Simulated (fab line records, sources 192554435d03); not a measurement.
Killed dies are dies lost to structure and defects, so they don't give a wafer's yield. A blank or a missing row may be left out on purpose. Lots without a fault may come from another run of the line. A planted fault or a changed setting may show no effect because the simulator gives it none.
fab line records | flow n5_finfet
record lots=9 wafers=27 last_day=17
route steps=1938 shown BEOL_M0@726 BEOL_M4@1111 PASSIVATION@1936
lots that met no fault: from a run of the same line without faults
start_h: hours from the record's first day to the start of the lot's first wafer shown | wait_h: hours since the lot's step before | " the same as in the row above | L1.1+2: a row that stands for several wafers | - no value, or no start given | * or withheld: withheld | < > ~ a bound
route shown NAME@n: a module of which the file shows steps, and the number in the route of the first | usual: mean/standard deviation of fault-free wafers | same: alike in all rows | chamber/n: place in a boat | sites: the reading at each site | _std_site: their standard deviation | _edge_site: outer sites' mean less inner sites' | radius_mm: how far each site lies from the wafer's centre | mask NAME#n: copy n | behind: the tool/chamber that last shaped the wafer | hold: why the lot was held/for how many hours/how that ended | device: the transistor (n, p or np) that didn't switch | end of line: the same wafers' tests at the end of the route | a step without rows: its recipe alone | killed: dies lost to structure and defects at the first sort, not the wafer's yield | map: a wafer's dies, x killed, . not, _ none there
set.NAME: the setting as run; set.NAME@STEP: as run at that earlier step | model.NAME: the simulator's own value behind a step, which no gauge read
steps of the route over a sample of lots; a table a step, a row a wafer
services: from which hour (start_h, from the record's first day; less than 0 if before it) a tool's chamber was out of use, for how many hours, and why
## steps
# step N5_BEOL_M0_ETCH_109
# recipe chemistry=CH3F/O2 target_depth_a=80 overetch_a=24 target=SiCN time_s=27.4 ion_energy_ev=120 pressure_mtorr=30 source_w=395 bias_w=75 Ar_flow_sccm=150 CH3F_flow_sccm=30 O2_flow_sccm=20
# usual drypump_motor_current_A=5.6/0.53 oes_product_au=0.66/0.066 rf_vpp_V=297.1/1.6 showerhead_plenum_p_Torr=1.99/0.074 throttle_valve_pct=16.45/0.18
# columns lot.wafer tool chamber start_h wait_h drypump_motor_current_A oes_product_au rf_hours_counter_h rf_vpp_V showerhead_plenum_p_Torr throttle_valve_pct
L436.2 rie_diel-04 1 173.08 0.0 5.8 0.77 41 298.0 2.04 16.49
L436.4 " 1 " " 5.8 0.77 - 296.8 2.04 16.51
L436.5 " 2 " " 4.9 0.62 - 298.6 2.07 16.47
L437.2 rie_diel-04 1 176.08 0.0 5.8 0.73 43 296.9 2.04 16.51
L437.5 " 2 " " 4.8 0.61 - 299.6 2.07 16.48
L437.6 " 3 " " 4.9 0.61 - 296.2 1.92 16.60
L441.3 rie_diel-04 3 199.36 0.0 4.9 0.62 166 295.0 1.92 16.59
L441.5 " 1 " " 5.8 0.74 - 296.5 2.04 16.52
L441.6 " 2 " " 4.9 0.62 - 300.5 2.07 16.50
L442.1 rie_diel-05 1 204.38 0.0 6.1 0.60 209 295.0 1.88 16.57
L442.3 " 2 " " 6.5 0.66 137 296.2 1.99 16.19
L442.4 " 3 " " 5.4 0.63 175 296.5 2.00 16.39
L444.2 rie_diel-05 1 219.05 0.0 6.1 0.62 213 294.7 1.88 16.58
L444.3 " 0 " " 5.8 0.62 196 300.0 1.97 16.64
L444.5 " 1 " " 6.1 0.61 - 295.1 1.88 16.59
L445.4 rie_diel-04 2 224.89 0.2 4.8 0.59 220 299.4 2.07 16.51
L445.5 " 2 " " 4.9 0.60 - 299.2 2.07 16.51
L445.6 " 3 " " 4.9 0.61 - 295.9 1.92 16.62
L447.1 rie_diel-04 0 237.69 0.0 6.0 0.64 154 299.4 2.09 16.50
L447.4 " 3 " " 4.9 0.62 180 295.6 1.92 16.63
L447.6 " 1 " " 5.8 0.73 - 297.6 2.04 16.54
L448.1 rie_diel-05 0 243.91 0.1 5.8 0.62 206 297.2 1.97 16.66
L448.3 " 1 " " 6.1 0.59 223 295.5 1.87 16.60
L448.4 " 2 " " 6.5 0.67 152 296.8 1.98 16.23
L450.3 rie_diel-06 1 252.90 0.1 5.6 0.61 209 293.7 1.83 16.59
L450.4 " 1 " " 5.6 0.61 - 294.4 1.83 16.61
L450.6 " 3 " " 5.1 0.75 - 296.2 1.95 16.15
# step N5_BEOL_M0_DEGAS_112
# recipe ambient=vacuum temp_c=250 time_s=60
# usual heater_power_w=347/25
# columns lot.wafer tool chamber start_h wait_h heater_power_w
L436.2 pvd_sputter-03 - 173.28 0.0 332
L436.4 " - " " 338
L436.5 " - " " 405
L437.2 pvd_sputter-03 - 176.25 0.0 354
L437.5 " - " " 324
L437.6 " - " " 352
L441.3 pvd_sputter-03 - 199.64 0.0 332
L441.5 " - " " 395
L441.6 " - " " 333
L442.1 pvd_sputter-03 - 204.56 0.0 397
L442.3 " - " " 326
L442.4 " - " " 332
L444.2 pvd_sputter-01 - 219.23 0.0 369
L444.3 " - " " 328
L444.5 " - " " 355
L445.4 pvd_sputter-03 - 225.27 0.2 353
L445.5 " - " " 345
L445.6 " - " " 329
L447.1 pvd_sputter-01 - 238.52 0.7 362
L447.4 " - " " 345
L447.6 " - " " 368
L448.1 pvd_sputter-03 - 244.45 0.4 342
L448.3 " - " " 348
L448.4 " - " " 392
L450.3 pvd_sputter-03 - 253.14 0.1 323
L450.4 " - " " 341
L450.6 " - " " 334
# step N5_BEOL_M0_CMP_120
# recipe stop_on=SiOC t_overpolish_s=6.9 down_force_psi=1 platen_rpm=50 clearing_platen_down_force_psi=1.5 clearing_platen_rpm=50 post_cmp_clean=cu_alkaline clearing_platen_pad_velocity_m_s=0.99484 pad_velocity_m_s=0.99484
# usual barrier_field_endpoint_s=3.63/0.12 clearing_platen_down_force_psi=1.5002/0.0026 motor_current_A=6.2/0.49 overpolish_run_s=6.899/0.0092 platen_rpm=50.00/0.035 time_to_endpoint_s=62.7/2.8
# columns lot.wafer tool chamber start_h wait_h barrier_field_endpoint_s clearing_platen_down_force_psi motor_current_A overpolish_run_s platen_rpm time_to_endpoint_s
L436.2 cmp-04 2 176.58 0.3 - - - - - -
L436.4 " 0 " " - - - - - -
L436.5 " 2 " " - - - - - -
L437.2 cmp-03 0 179.38 0.2 - - - - - -
L437.6 " 3 " " - - - - - -
L437.5 " 0 " " - - - - - -
L441.3 cmp-04 0 201.32 0.2 3.52 1.5024 5.8 6.903 49.95 57.7
L441.5 " 3 " " 3.50 1.4998 6.1 6.890 50.04 56.9
L441.6 " 0 " " 3.57 1.5011 5.7 6.900 50.01 57.2
L442.4 cmp-03 3 206.19 0.1 3.71 1.5008 6.2 6.891 50.00 62.5
L442.1 " 0 " " 3.77 1.4957 5.6 6.912 50.03 62.1
L442.3 " 2 " " 3.66 1.5016 6.3 6.900 49.92 60.1
L444.3 cmp-04 1 222.69 0.3 3.60 1.5006 6.1 6.888 49.99 64.1
L444.2 " 0 " " 3.44 1.5013 5.6 6.887 50.00 61.5
L444.5 " 1 " " 3.61 1.5018 6.3 6.896 50.02 65.5
L445.4 cmp-04 2 228.52 0.2 3.80 1.4980 6.7 6.906 50.03 63.7
L445.5 " 1 " " 3.78 1.5014 6.3 6.880 49.99 62.7
L445.6 " 2 " " 3.82 1.4993 6.5 6.886 49.98 64.6
L447.1 cmp-01 0 240.76 0.3 3.65 1.4991 5.7 6.890 49.99 67.0
L447.4 " 3 " " 3.73 1.4947 5.8 6.909 49.97 63.0
L447.6 " 0 " " 3.60 1.4992 5.3 6.882 50.01 63.6
L448.3 cmp-03 1 246.67 0.2 3.81 1.5000 6.3 6.899 49.98 65.5
L448.1 " 3 " " 3.86 1.5008 6.7 6.904 50.03 65.8
L448.4 " 0 " " 3.74 1.4966 5.7 6.889 50.04 62.2
L450.4 cmp-01 3 256.84 0.1 3.64 1.4961 5.6 6.896 50.02 63.4
L450.3 " 1 " " 3.65 1.5011 6.7 6.892 49.96 69.8
L450.6 " 3 " " 3.54 1.4933 6.0 6.892 50.00 65.9
# step N5_BEOL_M0_PRE_CLEAN_131
# recipe gas=NH3/H2 time_s=15 temp_c=* rf_power_w=300
# usual heater_power_w=83/22
# columns lot.wafer tool chamber start_h wait_h heater_power_w since_wet_clean_h
L436.2 cvd_co-01 2 176.98 0.1 117 478
L436.4 " 0 " " 70 -
L436.5 " 1 " " 66 -
L437.2 cvd_co-02 1 179.67 0.0 78 1158
L437.5 " 1 " " 80 -
L437.6 " 0 " " 59 -
L441.3 cvd_co-01 0 201.61 0.0 69 962
L441.5 " 1 " " 66 -
L441.6 " 0 " " 70 -
L442.1 cvd_co-01 1 206.52 0.0 65 70
L442.3 " 2 " " 115 507
L442.4 " 2 " " 118 -
L444.2 cvd_co-02 0 223.02 0.0 56 764
L444.3 " 2 " " 107 305
L444.5 " 1 " " 80 -
L445.4 cvd_co-01 1 228.83 0.1 66 -
L445.5 " 2 " " 114 -
L445.6 " 0 " " 70 -
L447.1 cvd_co-01 0 241.09 0.0 71 1001
L447.4 " 0 " " 71 -
L447.6 " 1 " " 68 -
L448.1 cvd_co-02 2 247.00 0.0 103 329
L448.3 " 0 " " 57 788
L448.4 " 2 " " 103 -
L450.3 cvd_co-02 1 257.17 0.0 78 1236
L450.4 " 1 " " 82 -
L450.6 " 0 " " 59 -
# step N5_BEOL_M0_RS_MEAS_126
# recipe thk_meas_gauge=four-point-probe reads=Co_of_BEOL_M0_CO_CAP_123+Cu_of_BEOL_M0_ECD_118+Co_of_BEOL_M0_CVD_115+TaN_of_BEOL_M0_ALD_136
# usual M0_RS=0.537/0.017
# columns lot.wafer tool chamber start_h wait_h M0_RS[ohm/sq]
L436.2 film_metro-02 - 177.20 0.1 0.063
L436.4 " - " " 0.063
L436.5 " - " " 0.063
L437.2 film_metro-02 - 179.90 0.1 0.062
L437.5 " - " " 0.063
L437.6 " - " " 0.062
L441.3 film_metro-02 - 201.84 0.1 0.557
L441.5 " - " " 0.555
L441.6 " - " " 0.558
L442.1 film_metro-02 - 206.75 0.0 0.554
L442.3 " - " " 0.547
L442.4 " - " " 0.534
L444.2 film_metro-02 - 223.25 0.1 0.541
L444.3 " - " " 0.544
L444.5 " - " " 0.527
L445.4 film_metro-02 - 229.04 0.0 0.514
L445.5 " - " " 0.550
L445.6 " - " " 0.542
L447.1 film_metro-02 - 241.31 0.0 0.535
L447.4 " - " " 0.546
L447.6 " - " " 0.533
L448.1 film_metro-02 - 247.23 0.1 0.522
L448.3 " - " " 0.529
L448.4 " - " " 0.514
L450.3 film_metro-01 - 257.39 0.1 0.538
L450.4 " - " " 0.543
L450.6 " - " " 0.542
# step N5_BEOL_M0_INSPECT_127
# recipe inspect_instrument=darkfield mode=post_dep
# usual raw_defect_count=67/24
# columns lot.wafer tool chamber start_h wait_h raw_defect_count
L436.2 defect_inspect-02 - 177.23 0.0 3595
L436.4 " - " " 3614
L436.5 " - " " 3587
L437.2 defect_inspect-02 - 179.93 0.0 3514
L437.5 " - " " 3680
L437.6 " - " " 3630
L441.3 defect_inspect-01 - 201.86 0.0 89
L441.5 " - " " 55
L441.6 " - " " 80
L442.1 defect_inspect-01 - 206.77 0.0 74
L442.3 " - " " 71
L442.4 " - " " 84
L444.2 defect_inspect-02 - 223.27 0.0 43
L444.3 " - " " 61
L444.5 " - " " 67
L445.4 defect_inspect-01 - 229.06 0.0 61
L445.5 " - " " 45
L445.6 " - " " 39
L447.1 defect_inspect-02 - 241.34 0.0 56
L447.4 " - " " 66
L447.6 " - " " 131
L448.1 defect_inspect-02 - 247.25 0.0 100
L448.3 " - " " 45
L448.4 " - " " 46
L450.3 defect_inspect-01 - 257.42 0.0 60
L450.4 " - " " 40
L450.6 " - " " 35
# step N5_BEOL_M4_RC_MEAS_101
# usual DIBL_N=35.9/1.9 DIBL_P=35.8/2.4 IOFF_N=0.15/0.031 IOFF_P=0.21/0.037 ION_N=672/13 ION_P=462/8.3 SS_N=71.5/0.72 SS_P=73.2/0.67 VT_N=250/3.4 VT_P=-250/3.4
# columns lot.wafer tool chamber start_h wait_h DIBL_N[mV/V] DIBL_P[mV/V] IOFF_N[nA/um] IOFF_P[nA/um] ION_N[uA/um] ION_P[uA/um] SS_N[mV/dec] SS_P[mV/dec] VT_N[mV] VT_P[mV]
L442.1 prober-01 0 256.16 0.0 38.7 40.9 0.24 0.30 691 472 72.6 73.3 244 -245
L442.3 " 0 " " 38.1 38.9 0.21 0.25 670 463 72.7 72.8 247 -244
L442.4 " 0 " " 36.4 37.9 0.17 0.22 684 469 71.6 74.0 251 -247
L444.2 prober-02 0 261.13 0.2 39.6 39.5 0.21 0.29 684 476 71.4 74.8 243 -247
L444.3 " 0 " " 38.2 36.9 0.18 0.24 682 469 72.2 73.5 247 -251
L444.5 " 0 " " 36.8 36.1 0.16 0.22 674 464 71.6 73.5 248 -249
L441.3 prober-01 0 261.58 0.3 34.7 34.6 0.13 0.18 674 464 70.5 73.1 248 -256
L441.5 " 0 " " 36.6 36.6 0.15 0.20 669 457 71.8 72.7 251 -250
L441.6 " 0 " " 36.2 35.9 0.14 0.19 683 465 71.5 72.9 253 -252
L445.4 prober-01 0 287.27 0.5 35.1 33.9 0.13 0.17 674 463 71.7 72.8 254 -256
L445.5 " 0 " " 38.3 38.0 0.18 0.23 693 480 71.4 73.7 250 -249
L445.6 " 0 " " 37.1 36.6 0.16 0.20 674 455 72.0 73.1 251 -253
L447.1 prober-01 0 295.81 0.0 37.3 37.4 0.19 0.26 682 470 71.5 73.0 244 -246
L447.4 " 0 " " 35.4 36.2 0.16 0.23 676 472 70.8 73.6 247 -248
L447.6 " 0 " " 35.8 35.8 0.17 0.23 688 471 70.9 72.9 247 -248
L448.1 prober-02 0 310.27 0.0 36.2 39.0 0.16 0.23 667 459 71.7 73.3 252 -248
L448.3 " 0 " " 37.0 39.4 0.16 0.22 662 451 71.6 73.5 249 -250
L448.4 " 0 " " 35.5 37.0 0.14 0.19 672 461 71.8 73.1 252 -250
L450.3 prober-02 0 313.89 0.3 34.6 33.6 0.13 0.20 674 473 70.6 72.7 250 -251
L450.4 " 0 " " 36.8 35.7 0.17 0.23 690 475 71.4 73.0 249 -247
L450.6 " 0 " " 36.9 35.7 0.16 0.23 682 473 71.3 72.5 253 -247
# step N5_PASSIVATION_PROBE_49
# usual defect_limited_yield=91.6/1.2 killed_at_M0_to_M3=33/9.4 killed_at_M4_up=13/5.2 killed_at_contacts=13/5.6 killed_at_front_end=37/9.5 killed_at_other=4/3.1 killed_dies=99/15 killed_on_rim=13/3.6 killed_open=65/11 killed_short=32/7.5 sort_bin_5_function=4.9/0.77 sort_bin_6_memory=3.1/0.65 sort_n_pass=1081/15 sort_yield_pct=91.6/1.2
# same gross_dies=1180 killed_at_back_side=0 sort_bin_4_leakage[%]=0 sort_bin_8_speed[%]=0
# columns lot.wafer tool chamber start_h wait_h defect_limited_yield[%] killed_at_M0_to_M3 killed_at_M4_up killed_at_contacts killed_at_front_end killed_at_other killed_dies killed_on_rim killed_open killed_short sort_bin_5_function[%] sort_bin_6_memory[%] sort_n_pass sort_yield_pct[%]
L436.2 prober-02 - 325.96 0.1 0 1128 5 2 40 5 1180 152 62 25 4.7 2.8 0 0
L436.4 prober-02 - 326.06 0.2 0 1123 11 5 36 5 1180 152 54 35 4.1 3.1 0 0
L436.5 prober-02 - 326.11 0.2 0 1114 13 12 36 5 1180 152 67 26 4.7 3.1 0 0
L437.2 prober-01 - 339.81 0.1 0 1122 11 8 33 6 1180 152 51 21 3.7 2.2 0 0
L437.5 prober-01 - 339.96 0.2 0 1123 15 15 26 1 1180 152 49 32 4.0 2.6 0 0
L437.6 prober-01 - 340.01 0.3 0 1115 11 4 40 10 1180 152 53 27 4.2 2.5 0 0
L442.1 prober-01 - 360.10 0.0 90.3 51 5 7 50 2 115 10 74 41 5.8 3.6 1065 90.3
L442.3 prober-01 - 360.20 0.1 91.9 40 4 5 38 8 95 14 65 30 4.2 3.6 1085 91.9
L442.4 prober-01 - 360.25 0.2 89.2 36 14 17 58 2 127 16 86 41 6.2 4.3 1053 89.2
L444.2 prober-01 - 367.37 0.1 89.5 33 11 17 63 0 124 14 76 46 6.0 4.2 1056 89.5
L444.3 prober-01 - 367.42 0.1 91.8 42 15 9 31 0 97 14 68 29 5.3 2.6 1083 91.8
L444.5 prober-01 - 367.52 0.2 88.6 45 8 11 68 2 134 18 88 44 7.1 4.0 1046 88.6
L441.3 prober-02 - 374.46 0.1 90.5 43 18 12 39 0 112 17 80 31 5.3 4.0 1068 90.5
L441.5 prober-02 - 374.56 0.2 92.8 22 18 6 39 0 85 15 52 33 4.1 3.0 1095 92.8
L441.6 prober-02 - 374.61 0.3 91.2 43 14 10 35 2 104 19 57 46 5.0 3.4 1076 91.2
L447.1 prober-01 - 389.76 0.0 92.3 34 16 15 26 0 91 13 58 31 4.6 2.7 1089 92.3
L447.4 prober-01 - 389.91 0.2 92.7 38 12 9 25 2 86 9 54 32 3.4 3.3 1094 92.7
L447.6 prober-01 - 390.01 0.3 94.2 21 12 12 22 1 68 11 39 22 3.2 2.1 1112 94.2
L445.4 prober-01 - 394.06 0.2 93.7 26 2 13 33 0 74 12 50 21 4.1 1.9 1106 93.7
L445.5 prober-01 - 394.11 0.2 90.9 48 14 9 34 2 107 13 74 33 5.6 3.3 1073 90.9
L445.6 prober-01 - 394.16 0.3 91.9 28 14 11 40 2 95 15 60 34 4.4 3.3 1085 91.9
L450.3 prober-01 - 414.24 0.1 91.2 31 20 5 40 8 104 17 67 34 4.9 3.3 1076 91.2
L450.4 prober-01 - 414.29 0.2 89.7 26 16 17 48 15 122 12 66 53 6.4 3.6 1058 89.7
L450.6 prober-01 - 414.39 0.3 92.3 24 18 8 36 5 91 14 56 33 4.0 3.4 1089 92.3
L448.1 prober-02 - 417.47 0.0 89.7 48 10 11 48 5 122 11 83 38 6.1 3.7 1058 89.7
L448.3 prober-02 - 417.57 0.1 91.2 33 9 16 44 2 104 6 77 27 4.9 3.6 1076 91.2
L448.4 prober-02 - 417.62 0.2 91.5 35 15 9 32 9 100 19 64 35 4.5 3.7 1080 91.5
# killed by level:class
L436.2 BEOL_M0:area_cmp=1091 BEOL_M3:geometric_particle:open=15 BEOL_M1:geometric_particle:open=9 FIN_SAQP:geometric_particle:short=7 DUMMY_GATE:geometric_particle:open=7 ILD0:geometric_particle:open=6 BEOL_M0:geometric_particle:open=4 FIN_SAQP:geometric_particle:open=3
L436.4 BEOL_M0:area_cmp=1090 BEOL_M3:geometric_particle:open=12 FIN_SAQP:geometric_particle:short=11 FIN_SAQP:geometric_particle:open=8 MOL_CONTACT_COAG:geometric_particle:open=5 BEOL_M0_SAQP:geometric_particle:open=5 BEOL_M0_SAQP:geometric_particle:short=4 BEOL_M1:geometric_particle:open=4
L436.5 BEOL_M0:area_cmp=1084 MOL_CONTACT_COAG:geometric_particle:open=8 BEOL_M1:geometric_particle:open=8 FIN_SAQP:geometric_particle:open=7 DUMMY_GATE:geometric_particle:open=7 BEOL_M4:geometric_particle:open=7 BEOL_M3:geometric_particle:open=5 FIN_SAQP:geometric_particle:short=4
L437.2 BEOL_M0:area_cmp=1106 MOL_CONTACT_COAG:geometric_particle:open=8 FIN_SAQP:geometric_particle:open=7 STI_FIN_REVEAL:geometric_particle:open=6 BEOL_M0_SAQP:geometric_particle:short=5 BEOL_M4:geometric_particle:open=5 BEOL_M0_SAQP:geometric_particle:open=4 BEOL_M3:geometric_particle:open=4
L437.5 BEOL_M0:area_cmp=1098 MOL_CONTACT_COAG:geometric_particle:open=10 BEOL_M0_SAQP:geometric_particle:short=10 GATE_CUT:geometric_particle:short=7 DUMMY_GATE:geometric_particle:open=6 BEOL_M0_SAQP:geometric_particle:open=6 MOL_CONTACT_COAG:geometric_particle:short=5 BEOL_M4:geometric_particle:open=4
L437.6 BEOL_M0:area_cmp=1099 STI_FIN_REVEAL:geometric_particle:open=9 BEOL_M0_SAQP:geometric_particle:open=7 FIN_SAQP:geometric_particle:open=6 FIN_SAQP:geometric_particle:short=6 BEOL_M4:geometric_particle:open=6 PAD_METAL:geometric_particle:open=5 MOL_CONTACT_COAG:geometric_particle:open=4
L442.1 BEOL_M3:geometric_particle:open=14 FIN_SAQP:geometric_particle:short=10 BEOL_M1:geometric_particle:open=9 DUMMY_GATE:geometric_particle:open=7 MOL_CONTACT_COAG:geometric_particle:open=7 BEOL_M0_SAQP:geometric_particle:short=7 STI_FIN_REVEAL:geometric_particle:open=6 BEOL_M0_SAQP:geometric_particle:open=6
L442.3 FIN_SAQP:geometric_particle:open=15 BEOL_M1:geometric_particle:open=14 BEOL_M1:geometric_particle:short=8 MOL_CONTACT_COAG:geometric_particle:open=5 BEOL_M0_SAQP:geometric_particle:open=5 BEOL_M0:geometric_particle:open=5 GATE_CUT:geometric_particle:short=4 BEOL_M2:geometric_particle:open=4
L442.4 FIN_SAQP:geometric_particle:open=14 MOL_CONTACT_COAG:geometric_particle:open=12 STI_FIN_REVEAL:geometric_particle:open=11 FIN_SAQP:geometric_particle:short=10 BEOL_M0:geometric_particle:open=9 BEOL_M4:geometric_particle:open=9 DUMMY_GATE:geometric_particle:open=6 BEOL_M3:geometric_particle:open=6
L444.2 STI_FIN_REVEAL:geometric_particle:open=21 FIN_SAQP:geometric_particle:short=16 MOL_CONTACT_COAG:geometric_particle:open=12 BEOL_M1:geometric_particle:open=10 BEOL_M0_SAQP:geometric_particle:open=8 GATE_CUT:geometric_particle:short=6 BEOL_M1:geometric_particle:short=6 MOL_CONTACT_COAG:geometric_particle:short=5
L444.3 BEOL_M3:geometric_particle:open=10 BEOL_M0_SAQP:geometric_particle:open=9 STARTING-WAFER:geometric_particle:open=7 MOL_CONTACT_COAG:geometric_particle:open=7 STI_FIN_REVEAL:geometric_particle:open=5 BEOL_M0_SAQP:geometric_particle:short=5 BEOL_M0:geometric_particle:open=5 BEOL_M4:geometric_particle:open=5
L444.5 STI_FIN_REVEAL:geometric_particle:open=13 BEOL_M0_SAQP:geometric_particle:open=13 BEOL_M3:geometric_particle:open=11 FIN_SAQP:geometric_particle:open=10 MOL_CONTACT_COAG:geometric_particle:open=10 FIN_SAQP:geometric_particle:short=9 GATE_CUT:geometric_particle:short=9 BEOL_M0_SAQP:geometric_particle:short=9
L441.3 BEOL_M4:geometric_particle:open=12 FIN_SAQP:geometric_particle:open=11 MOL_CONTACT_COAG:geometric_particle:open=11 BEOL_M0_SAQP:geometric_particle:open=9 BEOL_M1:geometric_particle:open=8 SPACER0:geometric_particle:open=7 BEOL_M0_SAQP:geometric_particle:short=7 BEOL_M1:geometric_particle:short=4
L441.5 FIN_SAQP:geometric_particle:open=6 DUMMY_GATE:geometric_particle:open=6 BEOL_M1:geometric_particle:open=6 MOL_CONTACT_COAG:geometric_particle:open=5 BEOL_M4:geometric_particle:open=5 STARTING-WAFER:geometric_particle:short=5 STI_FIN_REVEAL:geometric_particle:open=4 BEOL_M1:geometric_particle:short=4
L441.6 BEOL_M0_SAQP:geometric_particle:short=12 BEOL_M0_SAQP:geometric_particle:open=11 FIN_SAQP:geometric_particle:open=9 MOL_CONTACT_COAG:geometric_particle:open=8 BEOL_M3:geometric_particle:open=7 SPACER0:geometric_particle:open=6 BEOL_M1:geometric_particle:open=6 FIN_SAQP:geometric_particle:short=5
L447.1 MOL_CONTACT_COAG:geometric_particle:open=12 BEOL_M0_SAQP:geometric_particle:open=10 BEOL_M0_SAQP:geometric_particle:short=8 FIN_SAQP:geometric_particle:open=7 ILD0:geometric_particle:short=4 BEOL_M3:geometric_particle:open=4 BEOL_M5:geometric_particle:open=4 MOL_CONTACT_COAG:geometric_particle:short=3
L447.4 BEOL_M3:geometric_particle:open=13 BEOL_M1:geometric_particle:open=8 MOL_CONTACT_COAG:geometric_particle:open=7 BEOL_M3:geometric_particle:short=7 FIN_SAQP:geometric_particle:short=6 FIN_SAQP:geometric_particle:open=5 STI_FIN_REVEAL:geometric_particle:open=5 BEOL_M0_SAQP:geometric_particle:short=5
L447.6 MOL_CONTACT_COAG:geometric_particle:open=10 BEOL_M0_SAQP:geometric_particle:short=5 BEOL_M3:geometric_particle:open=5 BEOL_M1:coat_microbubble_printed=4 GATE_CUT:geometric_particle:short=3 BEOL_M5:geometric_particle:open=3 STARTING-WAFER:geometric_particle:short=3 STARTING-WAFER:geometric_particle:open=3
L445.4 MOL_CONTACT_COAG:geometric_particle:open=13 DUMMY_GATE:geometric_particle:open=8 BEOL_M2:geometric_particle:open=8 BEOL_M0_SAQP:geometric_particle:short=6 STARTING-WAFER:geometric_particle:open=5 FIN_SAQP:geometric_particle:short=4 FIN_SAQP:geometric_particle:open=4 BEOL_M1:geometric_particle:open=4
L445.5 BEOL_M1:geometric_particle:open=15 FIN_SAQP:geometric_particle:open=11 BEOL_M0_SAQP:geometric_particle:open=10 MOL_CONTACT_COAG:geometric_particle:open=9 BEOL_M0_SAQP:geometric_particle:short=8 BEOL_M1:geometric_particle:short=7 FIN_SAQP:geometric_particle:short=6 DUMMY_GATE:geometric_particle:open=5
L445.6 FIN_SAQP:geometric_particle:open=15 BEOL_M0_SAQP:geometric_particle:short=11 MOL_CONTACT_COAG:geometric_particle:open=7 DUMMY_GATE:geometric_particle:open=6 STI_FIN_REVEAL:geometric_particle:open=6 BEOL_M0_SAQP:geometric_particle:open=6 BEOL_M4:geometric_particle:short=5 MOL_CONTACT_COAG:geometric_particle:short=4
L450.3 STI_FIN_REVEAL:geometric_particle:open=14 BEOL_M1:geometric_particle:open=11 BEOL_M4:geometric_particle:open=9 FIN_SAQP:geometric_particle:open=6 BEOL_M2:geometric_particle:open=6 FIN_SAQP:geometric_particle:short=5 MOL_CONTACT_COAG:geometric_particle:open=5 BEOL_M0_SAQP:geometric_particle:short=4
L450.4 FIN_SAQP:geometric_particle:short=15 MOL_CONTACT_COAG:geometric_particle:open=11 STI_FIN_REVEAL:geometric_particle:open=8 GATE_CUT:geometric_particle:short=8 BEOL_M2:geometric_particle:open=7 BEOL_M4:geometric_particle:open=7 MOL_CONTACT_COAG:geometric_particle:short=6 BEOL_M1:geometric_particle:open=6
L450.6 FIN_SAQP:geometric_particle:short=9 STI_FIN_REVEAL:geometric_particle:open=8 BEOL_M4:geometric_particle:open=8 FIN_SAQP:geometric_particle:open=6 MOL_CONTACT_COAG:geometric_particle:open=6 BEOL_M0_SAQP:geometric_particle:open=6 BEOL_M2:geometric_particle:open=5 BEOL_M2:geometric_particle:short=4
L448.1 BEOL_M0_SAQP:geometric_particle:open=15 STI_FIN_REVEAL:geometric_particle:open=12 BEOL_M0_SAQP:geometric_particle:short=8 BEOL_M3:geometric_particle:open=8 FIN_SAQP:geometric_particle:short=7 MOL_CONTACT_COAG:geometric_particle:open=7 FIN_SAQP:geometric_particle:open=6 DUMMY_GATE:geometric_particle:open=5
L448.3 MOL_CONTACT_COAG:geometric_particle:open=14 FIN_SAQP:geometric_particle:open=9 STI_FIN_REVEAL:geometric_particle:open=8 BEOL_M3:geometric_particle:open=8 BEOL_M0_SAQP:geometric_particle:short=7 FIN_SAQP:geometric_particle:short=6 BEOL_M1:geometric_particle:open=6 DUMMY_GATE:geometric_particle:open=5
L448.4 STI_FIN_REVEAL:geometric_particle:open=8 MOL_CONTACT_COAG:geometric_particle:open=7 BEOL_M1:geometric_particle:open=7 BEOL_M0:geometric_particle:open=6 BEOL_M1:geometric_particle:short=6 BEOL_M4:geometric_particle:open=6 FIN_SAQP:geometric_particle:open=5 PASS1_CAP:geometric_particle:short=5
## services
# columns tool chamber start_h hours kind
cmp-03 - 157.44 0.8 repair
rie_diel-04 0 167.03 32.6 repair
cmp-04 - 168.52 7.0 pm
cmp-03 - 178.16 0.6 repair
cvd_co-01 - 189.76 1.3 repair
rie_diel-04 3 191.39 5.6 repair
cmp-03 - 192.81 6.1 repair
cvd_co-02 2 195.82 16.5 repair
cmp-04 - 202.78 8.0 repair
rie_diel-06 0 204.57 - clean
rie_diel-06 0 204.57 - consumable_replace:focus_ring
rie_diel-06 0 204.57 14.5 scheduled_down
rie_diel-06 0 204.57 14.5 vent_cycle
cmp-01 - 208.03 0.7 repair
rie_diel-05 - 219.24 0.6 repair
rie_diel-06 - 226.50 4.3 pm
cvd_co-01 - 241.20 0.5 repair
rie_diel-06 2 244.62 10.0 repair
rie_diel-05 1 249.20 16.5 repair
## key
first_sign step=N5_BEOL_M0_CMP_120 reading=tool_record direction=missing
effect step=N5_BEOL_M0_RS_MEAS_126 reading=M0_RS direction=down sigmas=28 usual=0.537 struck=0.063
effect step=N5_BEOL_M0_INSPECT_127 reading=raw_defect_count direction=up sigmas=99+ usual=67 struck=3603
effect step=N5_PASSIVATION_PROBE_49 reading=killed_at_M0_to_M3 direction=up sigmas=99+ usual=33 struck=1121
more_kills_born_at N5_BEOL_M0_CMP_120@cmp-03=3303 N5_BEOL_M0_CMP_120@cmp-04=3265
met_at N5_BEOL_M0_CMP_120
struck_lots L436,L437
later_rows_left_out L436.2,L436.4,L436.5,L437.2,L437.5,L437.6
not_acting_at N5_BEOL_M0_ETCH_109,N5_BEOL_M0_DEGAS_112,N5_BEOL_M0_PRE_CLEAN_131
fault kind=skipped_step_whole tool=cmp-03,cmp-04 chamber=- onset_h=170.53 steps=N5_BEOL_M0_CMP_120 scope=struck_lots_only
# later_rows_left_out: the simulator's readings of these wafers behind a module that went badly wrong aren't trusted and aren't shown, but for the sort
